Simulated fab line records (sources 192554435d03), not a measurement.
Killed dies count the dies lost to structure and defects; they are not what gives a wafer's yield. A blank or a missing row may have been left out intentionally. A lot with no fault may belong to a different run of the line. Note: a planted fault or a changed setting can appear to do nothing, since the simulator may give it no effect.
fab line records	flow n5-finfet
record lots=4	wafers=12	last-day=16
route steps=1938 shown BEOL_M11@1582 BEOL_M12@1602 BEOL_M15@1830 PASSIVATION@1936
lots with no fault: from the same line, run without faults
start-h: the number of hours between the record's first day and the start of the first shown wafer of the lot	wait-h: hours since the lot's step before	" unchanged from the row above	L1.1+2: one row covering several wafers at once	- either no value or no given start	* or withheld: withheld	< > ~ a bound
route shown NAME@n: a module of which the file shows steps, and the number in the route of the first	usual: mean/standard deviation of fault-free wafers	same: alike in all rows	chamber/n: place in a boat	sites: the reading at each site	_std_site: how widely they spread, as a standard deviation	_edge_site: the outer-site mean with the inner-site mean subtracted	radius-mm: for every site, how far away it sits from the centre of the wafer	mask NAME#n: copy n	behind: the tool/chamber that last shaped the wafer	hold: why the lot was held/for how many hours/how that ended	device: names the non-switching transistor (n, p or np)	end of line: tests of these same wafers at the route's end	for a step that has no rows: nothing shown but its recipe	killed: at the first sort, the dies lost to defects and structure; wafer yield is something else	map: dies across one wafer; x = killed, . = not, _ = none there
set.NAME: the setting the step ran with; set.NAME@STEP: the setting that earlier step ran with	model.NAME: the simulator's own value behind a step, which no gauge read
lots at selected steps of the route; one table per step, one row per wafer
services: the hour from which a tool's chamber was out of use, counted from the record's first day as start-h (under 0 if before that day), plus the number of hours and why
## steps
# step N5_BEOL_M11_HM_STRIP_39
# recipe chemistry=peroxide-tin-strip	material=TiN	target-depth-a=250	temp-c=50	time-s=158
# step N5_BEOL_M11_SRD_40
# recipe time-s=30	temp-c=23	rinse-liquid=diw	dry=ipa-marangoni
# step N5_BEOL_M11_PRECLEAN_42
# recipe chemistry=residue-remover	time-s=60	temp-c=40
# step N5_BEOL_M11_SRD_43
# recipe time-s=30	temp-c=23	rinse-liquid=diw	dry=ipa-marangoni
# step N5_BEOL_M11_CURE_72
# recipe temp-c=370	time-s=120	ambient=DMADMS/He	material=SiCOH_lowk
# step N5_BEOL_M11_DEGAS_44
# recipe ambient=vacuum	temp-c=250	time-s=60
# step N5_BEOL_M11_PRE_CLEAN_45
# recipe gas=H2/He	time-s=30	temp-c=250
# step N5_BEOL_M11_ALD_74
# recipe material=TaN	target-thk-a=20	temp-c=275	ald-precursor-family=PDMAT	ald-co-reactant=NH3	pressure-torr=3	carrier-flow-sccm=1500	pulse-time-s=2	purge-time-s=3	co-reactant-purge-time-s=2	co-reactant-pulse-time-s=3	ald-cycles=40	precursor-vessel-temp-c=75	precursor-vessel-pressure-torr=26.25	precursor-vessel-carrier-sccm=1000
# step N5_BEOL_M11_SURFACE_TREAT_76
# recipe gas=Ar	time-s=*	ion-energy-ev=*	ion-current-ma-cm2=0.5	pressure-mtorr=*	ar-flow-sccm=30
# step N5_BEOL_M11_CVD_75
# recipe material=Co	target-thk-a=20	temp-c=withheld	precursor=CCTBA/H2	pressure-torr=30	time-s=138.9
# step N5_BEOL_M11_SPUTTER_48
# recipe material=Cu	target-thk-a=120	temp-c=-20	bias-v=60	power-w=26000	chamber-pressure-pa=0.13	time-s=2
# step N5_BEOL_M11_ECD_50
# recipe material=Cu	target-thk-a=3180
lot.wafer	tool	chamber	start-h	wait-h	model.Cu_of_BEOL_M11_ECD_50.thk-nm
L191.2	ecd-cu-02	0	288.11	0.1	319.2
L191.4	"	0	"	"	316
L191.6	"	1	"	"	316.8
L194.2	ecd-cu-02	1	316.87	0.1	320.4
L194.4	"	0	"	"	98.8
L194.5	"	1	"	"	316
L196.1	ecd-cu-02	1	326.83	0.1	317
L196.2	"	0	"	"	320
L196.3	"	0	"	"	98
L198.1	ecd-cu-01	1	334.18	0.1	325
L198.3	"	1	"	"	324
L198.6	"	1	"	"	319.8
# step N5_BEOL_M11_ANNEAL_51
# recipe temp-c=225	time-s=90	ambient=N2
# step N5_BEOL_M11_CMP_52
# recipe stop-on=SiCOH_lowk	t-overpolish-s=7	down-force-psi=1	platen-rpm=50	clearing-platen-down-force-psi=1.5	clearing-platen-rpm=50	post-cmp-clean=cu-alkaline	target-thk-nm=140	clearing-platen-pad-velocity-m-s=0.99484	pad-velocity-m-s=0.99484
# usual motor-current-A=6.5/0.96	platen-rpm=50.00/0.038	time-to-endpoint-s=66/4.1
lot.wafer	tool	chamber	start-h	wait-h	motor-current-A	platen-rpm	time-to-endpoint-s	model.Cu_of_BEOL_M11_ECD_50.thk-nm
L191.4	cmp-03	3	288.78	0.2	5.6	50.04	54	130.6
L191.2	"	1	"	"	8.0	49.97	61	138.4
L191.6	"	3	"	"	5.4	50.03	56	137.6
L194.2	cmp-03	0	317.49	0.2	5.1	50.00	71	146.2
L194.4	"	3	"	"	5.8	49.95	16	98.8
L194.5	"	0	"	"	5.3	49.99	73	146
L196.3	cmp-04	2	328.19	0.2	5.9	49.97	23	98
L196.1	"	3	"	"	6.9	49.98	69	142
L196.2	"	1	"	"	7.2	49.94	67	139.6
L198.3	cmp-04	3	334.59	0.2	7.0	50.00	72	139.6
L198.1	"	2	"	"	6.0	50.02	67	145.4
L198.6	"	0	"	"	5.9	50.00	63	138
# step N5_BEOL_M11_THK_MEAS_53
# recipe thk-meas-gauge=xrf	reads=Cu_of_BEOL_M11_ECD_50
# usual M11_THK=139/3.4
lot.wafer	tool	chamber	start-h	wait-h	M11_THK[nm]
L191.2	film-metro-02	-	289.08	-	140
L191.4	"	-	"	"	132
L191.6	"	-	"	"	138
L194.2	film-metro-02	-	317.78	-	147
L194.4	"	-	"	"	99
L194.5	"	-	"	"	146
L196.1	film-metro-02	-	328.48	-	143
L196.2	"	-	"	"	140
L196.3	"	-	"	"	98
L198.1	film-metro-02	-	334.88	-	145
L198.3	"	-	"	"	139
L198.6	"	-	"	"	139
# step N5_BEOL_M11_PRE_CLEAN_55
# recipe gas=NH3	time-s=15	temp-c=withheld	rf-power-w=300
# step N5_BEOL_M11_DEP_56
# recipe material=SiCN	target-thk-a=300	temp-c=withheld	precursor=3MS/NH3	pressure-torr=3	rf-w=675	time-s=10.5
# step N5_BEOL_M11_RS_MEAS_57
# recipe thk-meas-gauge=four-point-probe	reads=Cu_of_BEOL_M11_ECD_50+Co_of_BEOL_M11_CVD_75+TaN_of_BEOL_M11_ALD_74
# usual M11_RS=0.153/0.0042
lot.wafer	tool	chamber	start-h	wait-h	M11_RS[ohm/sq]
L191.2	film-metro-01	-	289.20	0.0	0.153
L191.4	"	-	"	"	0.163
L191.6	"	-	"	"	0.154
L194.2	film-metro-02	-	317.91	0.0	0.144
L194.4	"	-	"	"	0.223
L194.5	"	-	"	"	0.144
L196.1	film-metro-01	-	328.61	0.0	0.149
L196.2	"	-	"	"	0.151
L196.3	"	-	"	"	0.225
L198.1	film-metro-01	-	335.01	0.0	0.145
L198.3	"	-	"	"	0.151
L198.6	"	-	"	"	0.153
# step N5_BEOL_M12_ILD_DEP_00
# recipe material=SiOC	target-thk-a=6589.2	temp-c=350	precursor=DEMS/O2	pressure-torr=5	rf-w=500	time-s=130.7
# step N5_BEOL_M12_COAT_58
# recipe resist=BARC	temp-c=205	time-s=60	spin-rpm=1500	resist-thk-nm=89
# step N5_BEOL_M12_COAT_04
# recipe spin-rpm=1625	resist-thk-nm=400
# step N5_BEOL_M12_EBR_06
# recipe solvent=PGMEA	ebr-width-mm=1.5
# step N5_BEOL_M12_SOFTBAKE_05
# recipe temp-c=130	time-s=60
# step N5_BEOL_M12_EXPOSE_07
# recipe mask-id=V11	na=0.93	source-shape=conventional	sigma-outer=0.6	polarization=unpolarized	attpsm-phase-deg=180	dose-mj=32.5
# step N5_BEOL_M12_PEB_08
# recipe peb-temp-c=130	peb-time-s=90
# step N5_BEOL_M12_DEVELOP_09
# recipe develop-time-s=45	rinse-liquid=diw	dry=air-spin	dev-temp-c=21
# step N5_BEOL_M12_HARDBAKE_14
# recipe temp-c=130	time-s=120
# step N5_BEOL_M12_DESCUM_15
# recipe chemistry=O2	time-s=7.9	source-power-w=50	bias-power-w=20	pressure-mtorr=20	rf-frequency-hz=2.712e+07	temp-c=40	o2-flow-sccm=225
# step N5_BEOL_M12_ETCH_59
# recipe chemistry=N2/H2	target=BARC	target-depth-a=890	overetch-a=267	time-s=67.9	ion-energy-ev=200	pressure-mtorr=30	source-w=840	bias-w=150	n2-flow-sccm=200	h2-flow-sccm=200
# step N5_BEOL_M12_VIA_ETCH_16
# recipe chemistry=C4F8/O2/Ar	target=SiOC	pressure-mtorr=30	source-w=3000	bias-w=700	Ar_flow_sccm=400	C4F8_flow_sccm=15	O2_flow_sccm=8	he-inner-torr=15	he-outer-torr=30	target-depth-a=7248	time-s=withheld	ion-energy-ev=250	ends=cleared
# step N5_BEOL_M12_STRIP_63
# recipe chemistry=N2/H2	power-w=1000	temp-c=250	h2-frac=0.65	overash-fraction=0.3	pressure-mtorr=1000	n2-flow-sccm=1750	h2-flow-sccm=3250
# step N5_BEOL_M12_STRIP_64
# recipe chemistry=N2/H2	power-w=1000	temp-c=250	h2-frac=0.65	overash-fraction=0.3	pressure-mtorr=withheld	n2-flow-sccm=1750	h2-flow-sccm=3250
# step N5_BEOL_M12_STRIP_71
# recipe chemistry=post-etch-residue-remover	time-s=60	temp-c=25	remover-ph=withheld	remover-water-wt-pct=withheld	remover-fluoride-wt-pct=withheld
# step N5_BEOL_M12_SRD_72
# recipe time-s=30	temp-c=23	rinse-liquid=diw	dry=n2-spin	spin-rpm=1500	dry-time-s=30
# step N5_BEOL_M12_COAT_65
# recipe resist=SOC	temp-c=250	time-s=60	spin-rpm=1500	resist-thk-nm=300
# step N5_BEOL_M15_RC_MEAS_101
# usual COMB_M10=1.5e-11/3.3e-12	COMB_M12=7e-12/1.5e-12	COMB_M13=5.4e-12/1.1e-12	COMB_M13_max_site=7.5e-12/1.7e-12	COMB_M14=3.9e-12/1e-12	COMB_M15=3e-12/8e-13	COMB_M5=3.6e-11/7.3e-12	COMB_M5_max_site=5.2e-11/1.2e-11	COMB_M6=2.7e-11/4.4e-12	COMB_M7=2.6e-11/5.2e-12	COMB_M8=2.7e-11/5.3e-12	COMB_M9=1.52e-11/2.9e-12	COMB_M9_max_site=2.2e-11/4.6e-12	SERP_M10=3.00/0.11	SERP_M11=3.12/0.096	SERP_M11_max_site=3.20/0.11	SERP_M12=0.636/0.021	SERP_M13=0.312/0.0068	SERP_M14=0.159/0.0059	SERP_M5=39.4/1.8	SERP_M6=13.6/0.64	SERP_M6_max_site=14.2/0.71	SERP_M7=14.1/0.64	SERP_M8=14.0/0.79	SERP_M9=3.09/0.09
lot.wafer	tool	chamber	start-h	wait-h	COMB_M10[S/m]	COMB_M12[S/m]	COMB_M13[S/m]	COMB_M13_max_site[S/m]	COMB_M14[S/m]	COMB_M15[S/m]	COMB_M5[S/m]	COMB_M5_max_site[S/m]	COMB_M6[S/m]	COMB_M7[S/m]	COMB_M8[S/m]	COMB_M9[S/m]	COMB_M9_max_site[S/m]	SERP_M10[ohm/um]	SERP_M11[ohm/um]	SERP_M11_max_site[ohm/um]	SERP_M12[ohm/um]	SERP_M13[ohm/um]	SERP_M14[ohm/um]	SERP_M5[ohm/um]	SERP_M6[ohm/um]	SERP_M6_max_site[ohm/um]	SERP_M7[ohm/um]	SERP_M8[ohm/um]	SERP_M9[ohm/um]
L191.2	prober-02	0	315.90	0.2	1.4e-11	8.6e-12	4.5e-12	6.2e-12	4.5e-12	4.3e-12	3.6e-11	4.9e-11	2.6e-11	3.8e-11	4e-11	1.2e-11	1.7e-11	3.11	3.13	3.20	0.634	0.298	0.151	39.9	13.3	13.7	14.6	14.6	3.29
L191.4	"	0	"	"	1.1e-11	8.3e-12	5.9e-12	7.6e-12	4e-12	4e-12	4.7e-11	6.2e-11	2.8e-11	2.4e-11	3.9e-11	1.78e-11	2.4e-11	2.96	3.31	3.48	0.621	0.319	0.155	38.0	13.1	14.0	13.7	14.7	3.35
L191.6	"	0	"	"	1.2e-11	6.7e-12	5.6e-12	7.2e-12	5.8e-12	3.8e-12	5.6e-11	9.8e-11	2.7e-11	2.9e-11	3.6e-11	1.97e-11	2.7e-11	3.02	3.18	3.25	0.623	0.309	0.152	39.6	14.0	14.5	13.9	13.2	3.10
L194.2	prober-01	0	346.11	0.2	1.5e-11	6.2e-12	6.9e-12	9e-12	2.8e-12	2.8e-12	3.2e-11	5.4e-11	3.1e-11	2.2e-11	2.4e-11	1.82e-11	2.8e-11	2.79	2.92	3.05	0.642	0.317	0.158	39.4	13.8	14.5	14.6	14.0	3.14
L194.4	"	0	"	"	1.8e-11	6.7e-12	4.8e-12	6.4e-12	3e-12	2.4e-12	3.6e-11	4.9e-11	3.5e-11	2.4e-11	2.2e-11	1.52e-11	1.8e-11	2.94	4.61	4.71	0.673	0.316	0.167	37.9	12.9	13.8	13.5	14.2	3.11
L194.5	"	0	"	"	1.7e-11	4.8e-12	5.1e-12	6.1e-12	3.2e-12	2.5e-12	5e-11	6.4e-11	2.3e-11	2.7e-11	3.5e-11	1.31e-11	2e-11	2.93	2.93	2.97	0.652	0.320	0.168	41.1	13.4	14.3	15.0	14.5	3.04
L196.1	prober-02	0	354.49	0.0	1.4e-11	6.7e-12	5.1e-12	6.7e-12	4.3e-12	3.6e-12	4.5e-11	5.9e-11	2.6e-11	2.4e-11	2.8e-11	2.07e-11	2.4e-11	2.93	3.02	3.12	0.617	0.315	0.162	35.0	14.3	14.7	14.1	14.9	2.86
L196.2	"	0	"	"	2e-11	7.9e-12	5.3e-12	6.7e-12	4.7e-12	3.8e-12	3.8e-11	5.5e-11	2.9e-11	2.5e-11	2.3e-11	1.25e-11	2e-11	2.88	3.16	3.23	0.637	0.300	0.162	38.0	12.9	13.5	14.2	14.9	3.06
L196.3	"	0	"	"	2.4e-11	5.6e-12	5.9e-12	8.7e-12	5.2e-12	4.2e-12	3.9e-11	5.9e-11	2.5e-11	1.9e-11	2.9e-11	1.42e-11	2.4e-11	2.89	4.52	4.70	0.653	0.300	0.157	39.4	13.1	13.6	14.5	14.4	3.06
L198.1	prober-01	0	357.64	0.0	1.7e-11	6.9e-12	4.2e-12	6.3e-12	4.7e-12	1.4e-12	3.7e-11	6.2e-11	2.6e-11	2.6e-11	2.2e-11	1.38e-11	1.9e-11	3.03	2.88	2.96	0.587	0.311	0.159	37.8	14.7	15.1	14.4	13.6	3.09
L198.3	"	0	"	"	1.9e-11	7.7e-12	5.5e-12	6.9e-12	2.3e-12	2.3e-12	3.3e-11	7.1e-11	3.1e-11	2.8e-11	3.1e-11	1.11e-11	1.5e-11	2.95	3.03	3.10	0.627	0.302	0.165	39.2	14.7	15.0	13.6	12.3	3.18
L198.6	"	0	"	"	1.4e-11	6.9e-12	5.6e-12	6.7e-12	2.5e-12	2.1e-12	3.4e-11	4.1e-11	3.4e-11	1.9e-11	2.6e-11	1.56e-11	2.4e-11	2.95	3.12	3.22	0.654	0.319	0.157	39.5	13.4	13.8	14.0	12.2	3.10
# sites SERP_M11 radius-mm=0,75,75,75,75,140,140,140,140
L191.2 3.17 3.16 3.20 3.13 3.18 3.01 3.13 3.01 3.03
L194.2 2.89 2.93 2.89 2.92 2.98 3.05 2.91 2.88 2.95
L196.1 2.91 3.02 3.00 2.99 2.99 3.05 3.12 3.12 3.08
L198.1 2.90 2.91 2.88 2.88 2.96 2.82 2.77 2.76 2.92
# step N5_PASSIVATION_PROBE_49
# usual defect-limited-yield=91.4/1.6	killed_at_M0_to_M3=31/11	killed_at_M4_up=14/5.7	killed-at-contacts=12/6	killed-at-front-end=41/13	killed-at-other=3.3/2.8	killed-dies=101/19	killed-on-rim=13/3.9	killed-open=67/14	killed-short=33/8.2	sort_bin_4_leakage=0.0/0.37	sort_bin_5_function=5.0/1.1	sort_bin_6_memory=3.3/0.74	sort_bin_8_speed=0.0/0.36	sort-n-pass=1078/20
# same gross-dies=1180	killed-at-back-side=0
lot.wafer	tool	chamber	start-h	wait-h	defect-limited-yield[%]	killed_at_M0_to_M3	killed_at_M4_up	killed-at-contacts	killed-at-front-end	killed-at-other	killed-dies	killed-on-rim	killed-open	killed-short	sort_bin_4_leakage[%]	sort_bin_5_function[%]	sort_bin_6_memory[%]	sort_bin_8_speed[%]	sort-n-pass
L191.2	prober-02	-	328.50	0.1	90.1	70	13	14	16	4	117	14	82	33	0	5.9	3.9	0	1063
L191.4	prober-02	-	328.60	0.2	90.4	48	18	20	25	2	113	17	80	30	0.3	5.4	3.7	0	1064
L191.6	prober-02	-	328.70	0.3	91.5	45	15	21	17	2	100	13	65	33	0	5.1	3.0	0	1080
L194.2	prober-02	-	360.31	0.1	91.2	36	6	17	37	8	104	14	68	36	0	5.5	3.1	0	1076
L194.4	prober-02	-	360.41	0.2	90.8	23	28	10	37	10	108	17	67	39	0	4.8	3.8	0.2	1072
L194.5	prober-02	-	360.46	0.2	91.1	35	20	13	32	5	105	16	65	38	0	5.3	3.3	0	1075
L196.1	prober-02	-	368.38	0.0	91.0	34	21	20	31	0	106	17	73	30	0	5.7	3.1	0	1074
L196.2	prober-02	-	368.43	0.1	92.6	33	12	12	24	6	87	7	62	25	0	4.8	2.2	0	1093
L196.3	prober-02	-	368.48	0.1	91.9	24	19	17	35	1	96	12	72	24	0	4.7	3.4	0	1084
L198.1	prober-02	-	371.67	0.0	92.5	30	7	17	31	3	88	13	68	17	0	4.1	3.1	0	1092
L198.3	prober-02	-	371.77	0.1	92.6	33	16	15	23	0	87	13	60	24	0	5.3	1.7	0	1093
L198.6	prober-02	-	371.92	0.3	92.0	36	13	12	32	1	94	10	58	29	0	4.2	3.0	0	1086
# killed by level:class
L191.2 BEOL_M2:geometric-particle:open=23 BEOL_M3:geometric-particle:open=15 MOL_CONTACT_COAG:geometric-particle:open=12 BEOL_M1:geometric-particle:open=11 BEOL_M3:geometric-particle:short=6 BEOL_M2:geometric-particle:short=6 GATE_CUT:geometric-particle:short=5 BEOL_M7:geometric-particle:open=4
L191.4 MOL_CONTACT_COAG:geometric-particle:open=18 BEOL_M1:geometric-particle:open=12 BEOL_M2:geometric-particle:open=9 BEOL_M3:geometric-particle:short=9 FIN_SAQP:geometric-particle:open=5 STI_FIN_REVEAL:geometric-particle:open=5 BEOL_M2:geometric-particle:short=5 BEOL_M7:geometric-particle:open=5
L191.6 MOL_CONTACT_COAG:geometric-particle:open=16 BEOL_M3:geometric-particle:open=10 BEOL_M2:geometric-particle:open=9 BEOL_M0_SAQP:geometric-particle:open=6 MOL_CONTACT_COAG:geometric-particle:short=5 BEOL_M0_SAQP:geometric-particle:short=5 BEOL_M1:geometric-particle:open=5 BEOL_M4:geometric-particle:open=5
L194.2 MOL_CONTACT_COAG:geometric-particle:open=14 FIN_SAQP:geometric-particle:short=10 STI_FIN_REVEAL:geometric-particle:open=8 BEOL_M0_SAQP:geometric-particle:short=8 BEOL_M0_SAQP:geometric-particle:open=6 BEOL_M0:geometric-particle:open=6 BEOL_M3:geometric-particle:open=6 BEOL_M1:geometric-particle:open=5
L194.4 BEOL_M4:geometric-particle:open=11 MOL_CONTACT_COAG:geometric-particle:open=9 BEOL_M0_SAQP:geometric-particle:short=7 FIN_SAQP:geometric-particle:open=6 SPACER0:geometric-particle:open=5 BEOL_M4:geometric-particle:short=5 DUMMY_GATE:geometric-particle:open=4 BEOL_M2:geometric-particle:short=4
L194.5 BEOL_M0_SAQP:geometric-particle:short=10 MOL_CONTACT_COAG:geometric-particle:open=8 BEOL_M0_SAQP:geometric-particle:open=7 BEOL_M4:geometric-particle:open=6 FIN_SAQP:geometric-particle:open=5 BEOL_M3:geometric-particle:open=5 SPACER0:geometric-particle:short=5 MOL_CONTACT_COAG:geometric-particle:short=5
L196.1 BEOL_M4:geometric-particle:open=17 MOL_CONTACT_COAG:geometric-particle:open=16 DUMMY_GATE:geometric-particle:open=8 BEOL_M0_SAQP:geometric-particle:open=6 BEOL_M3:geometric-particle:open=6 BEOL_M1:geometric-particle:open=6 ILD0:geometric-particle:short=4 BEOL_M1:geometric-particle:short=4
L196.2 MOL_CONTACT_COAG:geometric-particle:open=9 BEOL_M3:geometric-particle:open=8 BEOL_M4:geometric-particle:open=8 BEOL_M0_SAQP:geometric-particle:short=7 STARTING-WAFER:geometric-particle:open=7 BEOL_M1:geometric-particle:open=5 BEOL_M2:geometric-particle:open=5 BEOL_M0_SAQP:geometric-particle:open=4
L196.3 MOL_CONTACT_COAG:geometric-particle:open=14 STI_FIN_REVEAL:geometric-particle:open=8 BEOL_M0_SAQP:geometric-particle:open=8 BEOL_M4:geometric-particle:open=7 FIN_SAQP:geometric-particle:short=6 DUMMY_GATE:geometric-particle:open=6 BEOL_M1:geometric-particle:open=5 BEOL_M5:geometric-particle:open=5
L198.1 MOL_CONTACT_COAG:geometric-particle:open=13 FIN_SAQP:geometric-particle:open=11 BEOL_M3:geometric-particle:open=10 BEOL_M1:geometric-particle:open=6 BEOL_M2:geometric-particle:open=6 MOL_CONTACT_COAG:geometric-particle:short=4 BEOL_M1:geometric-particle:short=4 STI_FIN_REVEAL:geometric-particle:open=3
L198.3 MOL_CONTACT_COAG:geometric-particle:open=11 BEOL_M3:geometric-particle:open=9 BEOL_M2:geometric-particle:open=6 BEOL_M0_SAQP:geometric-particle:short=5 BEOL_M4:geometric-particle:open=5 DUMMY_GATE:geometric-particle:open=4 MOL_CONTACT_COAG:geometric-particle:short=4 BEOL_M1:geometric-particle:open=4
L198.6 BEOL_M0_SAQP:geometric-particle:open=11 BEOL_M0_SAQP:geometric-particle:short=11 STI_FIN_REVEAL:geometric-particle:open=8 MOL_CONTACT_COAG:geometric-particle:open=7 HKMG_FIN:area-etch=6 MOL_CONTACT_COAG:geometric-particle:short=5 BEOL_M1:geometric-particle:open=5 DUMMY_GATE:geometric-particle:open=4
## services
tool	chamber	start-h	hours	kind
cmp-04	-	294.47	5.7	pm
cmp-03	-	297.03	4.0	pm
cmp-03	-	301.03	-	consumable-replace:conditioner
cmp-03	-	301.03	-	consumable-replace:pad
cmp-03	-	328.25	0.4	repair
cmp-04	-	329.56	1.9	repair
## key
first-sign step=N5_BEOL_M11_CMP_52	reading=time-to-endpoint-s	direction=down	sigmas=11	usual=*	struck=*
effect step=N5_BEOL_M11_THK_MEAS_53	reading=M11_THK	direction=down	sigmas=12	usual=139	struck=99
effect step=N5_BEOL_M11_RS_MEAS_57	reading=M11_RS	direction=up	sigmas=17	usual=0.153	struck=0.224
effect step=N5_BEOL_M15_RC_MEAS_101	reading=SERP_M11	direction=up	sigmas=15	usual=3.12	struck=4.57
model-effect step=N5_BEOL_M11_ECD_50	value=Cu_of_BEOL_M11_ECD_50.thk-nm	without=320.5	struck=98.4
model-effect step=N5_BEOL_M11_CMP_52	value=Cu_of_BEOL_M11_ECD_50.thk-nm	without=136.6	struck=98.4
met-at N5_BEOL_M11_ECD_50
struck-wafers L194.4,L196.3
onset-between 288.11 316.87
fault kind=process-parameter-drift	tool=ecd-cu-02	chamber=-	onset-h=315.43	steps=N5_BEOL_M11_ECD_50	channel=target-thk-a	offset=*	shape=step	end-h=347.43	scope=struck-wafers-only	acts-in=*	stated=*
